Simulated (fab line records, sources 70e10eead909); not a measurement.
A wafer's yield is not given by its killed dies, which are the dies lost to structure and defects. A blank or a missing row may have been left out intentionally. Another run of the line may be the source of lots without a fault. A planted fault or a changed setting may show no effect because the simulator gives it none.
Chamber matching + flow nand_harc + NHARC_A_BLC_STRIP_29 on rie_diel-02 has 4 sister chambers
The step strips in CF4. 4 wafers are shown with their chamber, then 12 later ones without.

EACH WAFER AND ITS CHAMBER
| wafer  | chamber | drypump_motor_current_A (A) |
|--------|---------|-----------------------------|
| L084.4 | 0       | 5.5                         |
| L088.1 | 3       | 5.8                         |
| L088.2 | 1       | 5.7                         |
| L088.3 | 2       | 6.0                         |

WAFERS WITH NO CHAMBER GIVEN
| wafer  | drypump_motor_current_A (A) |
|--------|-----------------------------|
| L094.3 | 5.5                         |
| L094.4 | 5.8                         |
| L094.6 | 5.8                         |
| L095.1 | 5.5                         |
| L095.4 | 6.0                         |
| L095.5 | 5.5                         |
| L097.3 | 5.5                         |
| L097.4 | 5.9                         |
| L097.6 | 5.5                         |
| L096.2 | 6.0                         |
| L096.3 | 5.7                         |
| L096.6 | 5.5                         |

EACH ONE'S CHAMBER
| wafer  | from the rows above     | in truth |
|--------|-------------------------|----------|
| L094.3 | 0                       | 0        |
| L094.4 | 3                       | 3        |
| L094.6 | 3                       | 3        |
| L095.1 | 0                       | 0        |
| L095.4 | 2                       | 2        |
| L095.5 | 0                       | 0        |
| L097.3 | 0                       | 0        |
| L097.4 | can't be placed: 2 or 3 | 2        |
| L097.6 | 0                       | 0        |
| L096.2 | 2                       | 2        |
| L096.3 | 1                       | 1        |
| L096.6 | 0                       | 0        |
11 of 12 placed correctly. Not placeable from these rows: 1 (in 1, the candidates include the true chamber). Wrongly placed: 0.
How it was worked out, from the rows above alone: a wafer's distance from a chamber is the root of the sum, over the readings, of the square of ((its reading less the chamber's mean) divided by the reading's scatter). If the next closest chamber is less than 2 further off than the closest, the wafer can't be placed; otherwise it belongs to the closest. For every chamber, the mean is computed from those of its wafers that are shown. The scatter: root of mean squared gap, hidden wafer to nearest shown wafer, with one shown wafer a chamber.
